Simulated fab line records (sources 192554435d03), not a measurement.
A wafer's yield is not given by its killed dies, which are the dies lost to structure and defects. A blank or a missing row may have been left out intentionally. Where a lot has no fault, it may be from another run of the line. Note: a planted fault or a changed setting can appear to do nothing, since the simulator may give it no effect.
fab line records ; flow n5-finfet
record: lots: 7; wafers: 18; last-day: 17
route steps=1938 shown DUMMY_GATE@238 BEOL_M4@1111
lots that met no fault: taken from a fault-free run of the same line
start-h: start of the lot's first displayed wafer, in hours after the record's first day ; wait-h: hours from the lot's prior step to this one ; " as in the row above ; L1.1+2: a row that stands for several wafers ; - either no value or no given start ; * or withheld: withheld ; < > ~ a bound
route shown NAME@n: a module of which the file shows steps, and the number in the route of the first ; usual: mean and standard deviation over wafers with no fault ; same: alike in all rows ; chamber/n: place in a boat ; sites: readings site by site ; _std_site: standard deviation of those values ; _edge_site: outer sites' mean less inner sites' ; radius-mm: how far each site lies from the wafer's centre ; mask NAME#n: copy n ; behind: tool/chamber where the wafer was last shaped ; hold: the reason the lot was held/the length of the hold in hours/how it ended ; device: which transistor (n, p or np) failed to switch ; end of line: tests of these same wafers at the route's end ; for a step that has no rows: nothing shown but its recipe ; killed: the dies lost at the first sort to structure and to defects; this is not the yield of the wafer ; map: dies across one wafer; x = killed, . = not, _ = none there
set.NAME: the run value of the setting; set.NAME@STEP: its run value at that earlier step ; model.NAME: the simulator's own value behind a step, which no gauge read
lots at selected steps of the route; one table per step, one row per wafer
services: a tool's chamber out of use, with start hour (start-h, from the record's first day; less than 0 if before it), hours out, and reason
== steps ==
step: N5_DUMMY_GATE_STRIP_38
recipe: chemistry: N2/H2; temp-c: 40; n2-flow-sccm: 200; h2-flow-sccm: 200; rf-frequency-hz: 6e+07
step: N5_DUMMY_GATE_STRIP_39
recipe: chemistry: N2/H2; temp-c: 40; n2-flow-sccm: 200; h2-flow-sccm: 200; rf-frequency-hz: 6e+07
step: N5_DUMMY_GATE_TRIM_49
recipe: chemistry: O2; resist: SOC; time-s: 29; target-cd-nm: 14; source-power-w: 300; bias-power-w: 0; O2_flow_sccm: 100; temp-c: 20
step: N5_DUMMY_GATE_STRIP_40
recipe: chemistry: CF4; resist: SiARC; power-w: 300; bias-power-w: 75; pressure-mtorr: 50; cf4-flow-sccm: 150; rf-frequency-hz: 6e+07
step: N5_DUMMY_GATE_CD_MEAS_50
recipe: target-cd-nm: 14
usual: cd-nm: 13.93/0.26
lot.wafer;tool;chamber;start-h;wait-h;cd-nm
L644.2;cd-sem-02;-;44.91;0.0;13.90
L644.4;cd-sem-02;-;44.91;0.0;13.67
L644.6;cd-sem-02;-;44.91;0.0;14.09
L653.2;cd-sem-03;-;103.94;0.0;13.78
L653.4;cd-sem-03;-;103.94;0.0;13.78
L653.6;cd-sem-03;-;103.94;0.0;13.56
L656.1;cd-sem-02;-;118.47;0.0;13.81
L656.3;cd-sem-02;-;118.47;0.0;13.57
L658.1;cd-sem-01;-;130.60;0.0;14.11
L658.3;cd-sem-01;-;130.60;0.0;13.48
L659.3;cd-sem-02;-;136.71;0.0;13.92
L659.5;cd-sem-02;-;136.71;0.0;14.18
L662.2;cd-sem-01;-;157.48;0.0;14.03
L662.3;cd-sem-01;-;157.48;0.0;13.74
L662.6;cd-sem-01;-;157.48;0.0;14.39
L665.1;cd-sem-01;-;174.28;0.0;14.15
L665.3;cd-sem-01;-;174.28;0.0;14.24
L665.5;cd-sem-01;-;174.28;0.0;13.98
step: N5_DUMMY_GATE_ETCH_31
recipe: chemistry: C4F6/O2; target: SiO2; mask-material: SOC; target-depth-a: 825; time-s: 27.5; ion-energy-ev: 250; pressure-mtorr: 30; source-w: 345; bias-w: 185; Ar_flow_sccm: 300; C4F6_flow_sccm: 10; O2_flow_sccm: 10
usual: drypump-motor-current-A: 5.8/0.49; oes_ar_750_au: 0.77/0.069; oes_f_703_au: 0.77/0.07; oes-product-au: 0.77/0.074; rf-vpp-V: 662/5.8; showerhead-plenum-p-Torr: 2.84/0.091; throttle-valve-pct: 21.23/0.22
lot.wafer;tool;chamber;start-h;wait-h;drypump-motor-current-A;oes_ar_750_au;oes_f_703_au;oes-product-au;rf-hours-counter-h;rf-vpp-V;showerhead-plenum-p-Torr;throttle-valve-pct
L644.2;rie-diel-05;0;44.96;0.0;5.7;0.72;0.72;0.71;215;668;2.81;21.02
L644.4;rie-diel-05;0;44.96;0.0;5.7;0.72;0.72;0.72;-;667;2.81;21.02
L644.6;rie-diel-05;3;44.96;0.0;5.8;0.69;0.70;0.69;-;654;2.71;21.35
L653.2;rie-diel-02;2;103.98;0.0;5.1;0.83;0.82;0.83;66;661;2.77;21.01
L653.4;rie-diel-02;1;103.98;0.0;5.6;0.77;0.77;0.77;132;661;2.95;21.12
L653.6;rie-diel-02;0;103.98;0.0;5.1;0.69;0.70;0.69;-;647;2.70;21.75
L656.1;rie-diel-02;1;118.52;0.0;5.6;0.76;0.77;0.75;137;659;2.95;21.12
L656.3;rie-diel-02;3;118.52;0.0;6.6;0.69;0.69;0.67;240;668;2.92;21.16
L658.1;rie-diel-02;2;130.64;0.0;5.1;0.82;0.81;0.81;73;661;2.77;21.02
L658.3;rie-diel-02;1;130.64;0.0;5.6;0.77;0.77;0.75;142;659;2.95;21.15
L659.3;rie-diel-02;3;136.85;0.1;6.6;0.69;0.68;0.67;248;666;2.91;21.17
L659.5;rie-diel-02;1;136.85;0.1;5.5;0.76;0.76;0.76;-;660;2.95;21.14
L662.2;rie-diel-05;1;157.52;0.0;5.9;0.77;0.77;0.75;170;658;2.96;21.33
L662.3;rie-diel-05;3;157.52;0.0;5.7;0.68;0.68;0.67;245;655;2.70;21.42
L662.6;rie-diel-05;2;157.52;0.0;5.4;0.75;0.76;0.74;-;669;2.84;21.50
L665.1;rie-diel-05;3;174.33;0.0;5.7;0.68;0.68;0.67;252;655;2.69;21.41
L665.3;rie-diel-05;2;174.33;0.0;5.4;0.74;0.75;0.74;176;670;2.84;21.51
L665.5;rie-diel-05;1;174.33;0.0;5.9;0.76;0.77;0.75;-;659;2.95;21.35
step: N5_DUMMY_GATE_STRIP_41
recipe: chemistry: O2; power-w: 400; temp-c: 40; pressure-mtorr: 30; rf-frequency-hz: 6e+07; bias-power-w: 0; overash-fraction: 0.3; o2-flow-sccm: 225
usual: drypump-motor-current-A: 5.8/0.5; oes-product-au: 0.77/0.073; rf-vpp-V: 3.7/0.49; showerhead-plenum-p-Torr: 2.09/0.073; throttle-valve-pct: 16.74/0.22
same: bias-power-w: 0
lot.wafer;tool;chamber;start-h;wait-h;drypump-motor-current-A;oes-product-au;rf-hours-counter-h;rf-vpp-V;showerhead-plenum-p-Torr;throttle-valve-pct
L644.2;rie-diel-05;0;45.00;0.0;5.7;0.72;215;3.1;2.08;16.65
L644.4;rie-diel-05;0;45.00;0.0;5.7;0.71;-;3.6;2.08;16.65
L644.6;rie-diel-05;3;45.00;0.0;5.7;0.69;-;3.8;1.99;16.90
L653.2;rie-diel-02;2;104.03;0.0;5.1;0.83;66;2.8;2.04;16.51
L653.4;rie-diel-02;1;104.03;0.0;5.5;0.78;132;3.5;2.19;16.70
L653.6;rie-diel-02;0;104.03;0.0;5.1;0.69;-;3.1;1.97;17.19
L656.1;rie-diel-02;1;118.56;0.0;5.6;0.76;137;3.4;2.19;16.74
L656.3;rie-diel-02;3;118.56;0.0;6.6;0.68;240;4.3;2.17;16.80
L658.1;rie-diel-02;2;130.69;0.0;5.0;0.83;73;3.5;2.04;16.54
L658.3;rie-diel-02;1;130.69;0.0;5.6;0.76;142;4.5;2.19;16.73
L659.3;rie-diel-02;3;136.89;0.0;6.6;0.67;248;3.5;2.16;16.82
L659.5;rie-diel-02;1;136.89;0.0;5.5;0.75;-;3.0;2.19;16.73
L662.2;rie-diel-05;1;157.57;0.0;5.9;0.74;170;2.8;2.18;16.83
L662.3;rie-diel-05;3;157.57;0.0;5.7;0.68;245;3.7;1.98;16.96
L662.6;rie-diel-05;2;157.57;0.0;5.4;0.74;-;4.9;2.09;16.98
L665.1;rie-diel-05;3;174.38;0.0;5.7;0.67;252;3.5;1.98;16.98
L665.3;rie-diel-05;2;174.38;0.0;5.4;0.74;176;3.8;2.08;17.00
L665.5;rie-diel-05;1;174.38;0.0;5.9;0.75;-;4.6;2.18;16.82
step: N5_DUMMY_GATE_HM_OPEN_21
recipe: chemistry: CH3F/O2; target: SiNx; target-depth-a: 1200; Ar_flow_sccm: 150; CH3F_flow_sccm: 30; O2_flow_sccm: 23; time-s: 171.4; pressure-mtorr: 30; source-w: 395; bias-w: 73; ion-energy-ev: 120.7
step: N5_DUMMY_GATE_ETCH_32
recipe: chemistry: CF4; target: SiO2; target-depth-a: 35; time-s: 3.9; ion-energy-ev: 350; pressure-mtorr: 10; icp-w: 800; bias-w: 400; cf4-flow-sccm: 80
usual: drypump-motor-current-A: 5.8/0.31; oes-product-au: 0.999/0.017; throttle-valve-pct: 21.85/0.12
lot.wafer;tool;chamber;start-h;wait-h;drypump-motor-current-A;oes-product-au;rf-hours-counter-h;throttle-valve-pct
L644.2;rie-si-05;3;45.20;0.1;5.6;0.982;187;21.86
L644.4;rie-si-05;1;45.20;0.1;5.3;1.025;149;21.78
L644.6;rie-si-05;0;45.20;0.1;5.9;0.992;-;21.94
L653.2;rie-si-05;0;104.23;0.1;6.0;0.987;125;21.93
L653.4;rie-si-05;3;104.23;0.1;5.6;0.987;188;21.85
L653.6;rie-si-05;2;104.23;0.1;5.5;0.997;-;21.72
L656.1;rie-si-05;2;118.76;0.1;5.5;1.002;126;21.73
L656.3;rie-si-05;0;118.76;0.1;6.0;0.984;126;21.93
L658.1;rie-si-05;0;130.89;0.1;5.9;0.982;126;21.93
L658.3;rie-si-05;2;130.89;0.1;5.5;1.001;127;21.72
L659.3;rie-si-04;3;137.09;0.1;5.9;0.980;54;21.84
L659.5;rie-si-04;1;137.09;0.1;6.2;1.019;-;22.08
L662.2;rie-si-04;3;157.77;0.1;6.0;0.972;55;21.85
L662.3;rie-si-04;0;157.77;0.1;6.1;1.014;24;21.90
L662.6;rie-si-04;2;157.77;0.1;5.3;1.013;-;21.83
L665.1;rie-si-04;2;174.58;0.1;5.3;1.001;157;21.84
L665.3;rie-si-04;1;174.58;0.1;6.1;1.009;84;22.09
L665.5;rie-si-04;2;174.58;0.1;5.3;1.007;-;21.85
step: N5_DUMMY_GATE_ETCH_23
recipe: chemistry: HBr/Cl2/O2; HBr_flow_sccm: 150; Cl2_flow_sccm: 80; O2_flow_sccm: 12; bias-w: 102; target-depth-a: 410; time-s: 22.3; target: poly-Si; mask-material: SiO2; pressure-mtorr: 10; icp-w: 800
usual: drypump-motor-current-A: 5.8/0.31; oes-product-au: 0.998/0.019; throttle-valve-pct: 37.29/0.18
lot.wafer;tool;chamber;start-h;wait-h;drypump-motor-current-A;oes-product-au;rf-hours-counter-h;throttle-valve-pct
L644.2;rie-si-05;3;45.24;0.0;5.7;0.984;187;37.14
L644.4;rie-si-05;1;45.24;0.0;5.3;1.024;149;37.13
L644.6;rie-si-05;0;45.24;0.0;5.9;0.995;-;37.33
L653.2;rie-si-05;0;104.26;0.0;6.0;0.997;125;37.34
L653.4;rie-si-05;3;104.26;0.0;5.7;0.983;188;37.16
L653.6;rie-si-05;2;104.26;0.0;5.5;1.011;-;37.09
L656.1;rie-si-05;2;118.79;0.0;5.5;0.997;126;37.10
L656.3;rie-si-05;0;118.79;0.0;5.9;1.002;126;37.34
L658.1;rie-si-05;0;130.92;0.0;6.0;0.993;126;37.34
L658.3;rie-si-05;2;130.92;0.0;5.5;1.016;127;37.09
L659.3;rie-si-04;3;137.13;0.0;6.0;0.970;54;37.50
L659.5;rie-si-04;1;137.13;0.0;6.2;1.010;-;37.62
L662.2;rie-si-04;3;157.80;0.0;6.0;0.979;55;37.51
L662.3;rie-si-04;0;157.80;0.0;6.0;1.032;24;37.42
L662.6;rie-si-04;2;157.80;0.0;5.4;1.002;-;37.28
L665.1;rie-si-04;2;174.61;0.0;5.4;1.020;157;37.28
L665.3;rie-si-04;1;174.61;0.0;6.1;1.017;84;37.63
L665.5;rie-si-04;2;174.61;0.0;5.4;1.008;-;37.28
step: N5_DUMMY_GATE_ETCH_44
recipe: chemistry: HBr/O2; over-etch-frac: 0.7; target-depth-a: 1275; stop-on: SiO2; ion-energy-ev: 60; bias-w: 20; target: poly-Si; mask-material: SiO2; pressure-mtorr: 20; icp-w: 400; HBr_flow_sccm: 120; O2_flow_sccm: 10
step: N5_DUMMY_GATE_CD_MEAS_24
recipe: target-cd-nm: 15
usual: cd-nm: 15.0/0.31
lot.wafer;tool;chamber;start-h;wait-h;cd-nm
L644.2;cd-sem-01;-;45.41;0.1;15.0
L644.4;cd-sem-01;-;45.41;0.1;14.6
L644.6;cd-sem-01;-;45.41;0.1;14.8
L653.2;cd-sem-02;-;104.43;0.1;14.9
L653.4;cd-sem-02;-;104.43;0.1;14.9
L653.6;cd-sem-02;-;104.43;0.1;14.5
L656.1;cd-sem-01;-;118.96;0.1;14.8
L656.3;cd-sem-01;-;118.96;0.1;14.7
L658.1;cd-sem-02;-;131.09;0.1;14.6
L658.3;cd-sem-02;-;131.09;0.1;14.5
L659.3;cd-sem-03;-;137.30;0.1;15.1
L659.5;cd-sem-03;-;137.30;0.1;15.7
L662.2;cd-sem-02;-;157.97;0.1;15.1
L662.3;cd-sem-02;-;157.97;0.1;15.5
L662.6;cd-sem-02;-;157.97;0.1;15.7
L665.1;cd-sem-03;-;174.78;0.1;15.1
L665.3;cd-sem-03;-;174.78;0.1;15.7
L665.5;cd-sem-03;-;174.78;0.1;15.5
step: N5_DUMMY_GATE_ETCH_42
recipe: chemistry: CHF3/O2; target: SiO2; target-depth-a: 35; time-s: 31; ion-energy-ev: 30; bias-w: 12; pressure-mtorr: 30; source-w: 600; Ar_flow_sccm: 200; CHF3_flow_sccm: 50; O2_flow_sccm: 5
usual: drypump-motor-current-A: 5.7/0.53; oes_ar_750_au: 0.77/0.077; oes_f_703_au: 0.77/0.077; oes-product-au: 0.77/0.082; rf-vpp-V: 42.2/0.83; showerhead-plenum-p-Torr: 2.41/0.086; throttle-valve-pct: 18.86/0.24
lot.wafer;tool;chamber;start-h;wait-h;drypump-motor-current-A;oes_ar_750_au;oes_f_703_au;oes-product-au;rf-hours-counter-h;rf-vpp-V;showerhead-plenum-p-Torr;throttle-valve-pct;model.etch.depth-nm
L644.2;rie-diel-06;1;45.72;0.3;5.5;0.77;0.76;0.77;142;42.5;2.33;18.73;3.436
L644.4;rie-diel-06;3;45.72;0.3;6.6;0.88;0.89;0.89;41;42.9;2.35;18.68;3.538
L644.6;rie-diel-06;0;45.72;0.3;5.7;0.96;0.95;0.96;-;42.7;2.47;18.41;3.537
L653.2;rie-diel-02;3;104.48;0.0;6.6;0.69;0.69;0.68;237;42.1;2.47;18.80;3.368
L653.4;rie-diel-02;2;104.48;0.0;5.1;0.82;0.81;0.82;66;42.0;2.35;18.67;3.439
L653.6;rie-diel-02;3;104.48;0.0;6.6;0.69;0.70;0.68;-;42.0;2.47;18.81;3.338
L656.1;rie-diel-02;1;119.01;0.0;5.5;0.77;0.77;0.76;137;42.8;2.50;18.78;3.448
L656.3;rie-diel-02;3;119.01;0.0;6.6;0.69;0.69;0.96;241;41.8;2.47;18.82;5.667
L658.1;rie-diel-02;3;131.14;0.0;6.6;0.69;0.69;0.68;245;41.3;2.47;18.83;3.381
L658.3;rie-diel-02;2;131.14;0.0;5.1;0.81;0.82;1.15;73;41.2;2.34;18.67;5.708
L659.3;rie-diel-02;2;137.37;0.1;5.1;0.81;0.81;1.14;76;42.8;2.34;18.67;5.688
L659.5;rie-diel-02;0;137.37;0.1;5.1;1.01;1.01;1.40;-;42.4;2.57;18.95;5.785
L662.2;rie-diel-05;2;158.08;0.1;5.4;0.75;0.76;0.74;170;43.9;2.41;19.12;3.457
L662.3;rie-diel-05;0;158.08;0.1;5.7;0.70;0.70;0.69;249;43.3;2.37;18.72;3.431
L662.6;rie-diel-05;0;158.08;0.1;5.6;0.70;0.71;0.69;-;43.7;2.37;18.73;3.416
L665.1;rie-diel-06;3;174.98;0.2;6.6;0.84;0.84;0.84;77;40.0;2.34;18.74;3.555
L665.3;rie-diel-06;0;174.98;0.2;5.7;0.87;0.86;0.87;40;43.0;2.45;18.46;3.535
L665.5;rie-diel-06;2;174.98;0.2;6.5;0.77;0.76;0.76;-;41.5;2.42;18.91;3.426
step: N5_DUMMY_GATE_STRIP_48
recipe: chemistry: N2/H2; time-s: 20; power-w: 100; temp-c: 40; pressure-mtorr: 100; rf-frequency-hz: 6e+07; bias-power-w: 3; n2-flow-sccm: 300; h2-flow-sccm: 300
usual: bias-power-w: 2.999/0.0094; drypump-motor-current-A: 5.7/0.53; oes-product-au: 0.77/0.081; rf-vpp-V: 45.2/0.88; showerhead-plenum-p-Torr: 3.39/0.12; throttle-valve-pct: 12.32/0.27
lot.wafer;tool;chamber;start-h;wait-h;bias-power-w;drypump-motor-current-A;oes-product-au;rf-hours-counter-h;rf-vpp-V;showerhead-plenum-p-Torr;throttle-valve-pct
L644.2;rie-diel-06;1;45.77;0.0;2.997;5.6;0.78;142;44.6;3.25;12.21
L644.4;rie-diel-06;3;45.77;0.0;2.998;6.5;0.88;41;45.0;3.31;12.01
L644.6;rie-diel-06;0;45.77;0.0;3.007;5.7;0.95;-;45.3;3.46;11.80
L653.2;rie-diel-02;3;104.53;0.0;3.008;6.5;0.69;237;46.0;3.46;12.31
L653.4;rie-diel-02;2;104.53;0.0;2.990;5.1;0.83;66;46.5;3.29;11.97
L653.6;rie-diel-02;3;104.53;0.0;3.010;6.6;0.68;-;43.7;3.46;12.31
L656.1;rie-diel-02;1;119.06;0.0;2.998;5.6;0.75;137;45.7;3.53;12.36
L656.3;rie-diel-02;3;119.06;0.0;3.009;6.7;0.68;241;45.8;3.46;12.32
L658.1;rie-diel-02;3;131.19;0.0;3.010;6.6;0.68;245;46.1;3.45;12.35
L658.3;rie-diel-02;2;131.19;0.0;2.998;5.1;0.82;73;45.6;3.29;12.00
L659.3;rie-diel-02;2;137.42;0.0;3.019;5.1;0.81;76;45.7;3.29;11.99
L659.5;rie-diel-02;0;137.42;0.0;2.996;5.1;0.99;-;46.5;3.60;12.18
L662.2;rie-diel-05;2;158.13;0.0;2.994;5.4;0.74;170;45.6;3.37;12.60
L662.3;rie-diel-05;0;158.13;0.0;2.987;5.7;0.70;250;45.8;3.33;12.38
L662.6;rie-diel-05;0;158.13;0.0;2.991;5.7;0.69;-;43.2;3.33;12.39
L665.1;rie-diel-06;3;175.03;0.0;3.005;6.5;0.84;77;45.2;3.29;12.11
L665.3;rie-diel-06;0;175.03;0.0;2.999;5.7;0.87;40;47.0;3.44;11.92
L665.5;rie-diel-06;2;175.03;0.0;2.993;6.5;0.77;-;44.9;3.37;12.21
step: N5_BEOL_M4_RC_MEAS_101
usual: DIBL_N: 36.3/1.2; DIBL_P: 36.7/1.5; IOFF_N: 0.164/0.02; IOFF_P: 0.214/0.024; ION_N: 673/8.5; ION_P: 461/5.9; SS_N: 71.6/0.44; SS_P: 73.3/0.55; VT_N: 249.4/2.4; VT_P: -250.0/2.3
lot.wafer;tool;chamber;start-h;wait-h;DIBL_N[mV/V];DIBL_P[mV/V];IOFF_N[nA/um];IOFF_P[nA/um];ION_N[uA/um];ION_P[uA/um];SS_N[mV/dec];SS_P[mV/dec];VT_N[mV];VT_P[mV]
L644.2;prober-01;0;158.24;0.2;35.1;35.1;0.145;0.184;670;460;71.3;73.2;251.1;-252.7
L644.4;prober-01;0;158.24;0.2;37.0;37.0;0.173;0.213;679;459;72.0;72.8;249.2;-248.5
L644.6;prober-01;0;158.24;0.2;33.9;33.9;0.127;0.173;668;459;71.4;72.7;253.1;-251.3
L653.2;prober-01;0;232.39;0.2;37.4;38.2;0.176;0.252;673;467;72.1;73.2;248.4;-246.0
L653.4;prober-01;0;232.39;0.2;36.3;37.4;0.160;0.228;664;460;71.9;73.2;248.9;-250.0
L653.6;prober-01;0;232.39;0.2;37.3;38.4;0.179;0.254;678;466;71.8;74.4;247.0;-246.8
L656.1;prober-02;0;247.75;0.0;37.7;36.2;0.166;0.207;667;461;72.1;73.8;248.4;-253.3
L656.3;prober-02;0;247.75;0.0;38.3;36.9;0.180;0.224;673;457;71.8;74.3;248.8;-247.8
L658.1;prober-01;0;253.74;0.0;37.5;37.5;0.181;0.254;683;468;71.5;74.0;249.3;-248.8
L658.3;prober-01;0;253.74;0.0;37.3;36.9;0.176;0.224;675;460;72.2;73.9;251.3;-249.6
L659.3;prober-02;0;260.23;0.3;35.8;36.8;0.148;0.219;674;467;71.1;73.3;252.8;-246.8
L659.5;prober-02;0;260.23;0.3;35.3;35.7;0.135;0.198;665;460;70.6;72.4;251.2;-249.7
L662.2;prober-01;0;281.12;0.2;35.2;37.4;0.164;0.210;682;464;71.4;72.5;247.2;-249.2
L662.3;prober-01;0;281.12;0.2;33.8;35.5;0.130;0.181;660;456;71.2;71.9;252.8;-249.8
L662.6;prober-01;0;281.12;0.2;34.3;36.2;0.150;0.189;668;453;71.1;72.4;249.9;-252.0
L665.1;prober-01;0;300.04;0.0;36.3;37.0;0.167;0.223;677;466;71.0;72.8;248.7;-250.5
L665.3;prober-01;0;300.04;0.0;37.6;37.8;0.191;0.241;672;455;72.1;73.7;245.5;-250.5
L665.5;prober-01;0;300.04;0.0;35.0;35.8;0.150;0.207;676;464;71.3;72.3;247.3;-251.2
== services ==
tool;chamber;start-h;hours;kind
rie-si-04;-;22.38;0.3;repair
rie-diel-05;1;25.52;5.6;repair
rie-diel-06;3;28.31;5.2;repair
rie-diel-05;1;35.94;9.7;repair
rie-diel-06;2;40.57;3.8;repair
rie-diel-02;1;79.45;2.7;repair
rie-diel-05;3;87.43;14.2;repair
rie-diel-02;0;89.49;2.7;repair
rie-diel-06;1;113.05;1.8;repair
rie-diel-02;2;113.09;5.5;repair
rie-diel-02;3;114.85;2.7;repair
rie-diel-02;0;118.74;-;clean
rie-diel-02;0;118.74;-;consumable-replace:focus-ring
rie-diel-02;0;118.74;-;consumable-replace:showerhead
rie-diel-02;0;118.74;18.6;scheduled-down
rie-diel-02;0;118.74;18.6;vent-cycle
rie-diel-05;0;134.07;5.7;repair
rie-diel-02;3;143.56;-;clean
rie-diel-02;3;143.56;-;consumable-replace:focus-ring
rie-diel-02;3;143.56;16.6;scheduled-down
rie-diel-02;3;143.56;16.6;vent-cycle
rie-diel-05;0;159.98;-;clean
rie-diel-05;0;159.98;-;consumable-replace:focus-ring
rie-diel-05;0;159.98;15.6;scheduled-down
== key ==
first-sign: step: N5_DUMMY_GATE_ETCH_42; reading: oes-product-au; direction: up; sigmas: 4.8; usual: 0.77; struck: 1.16
effect none on later readings
model-effect: step: N5_DUMMY_GATE_ETCH_42; value: etch.depth-nm; without: 3.434; struck: 5.712
met-at N5_DUMMY_GATE_ETCH_42
struck-wafers L656.3,L658.3,L659.3,L659.5
onset-between 104.48 119.01
fault: kind: process-parameter-drift; tool: rie-diel-02; chamber: -; onset-h: 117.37; steps: N5_DUMMY_GATE_ETCH_42; channel: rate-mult; offset: 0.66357; shape: step; end-h: 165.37; scope: struck-wafers-only
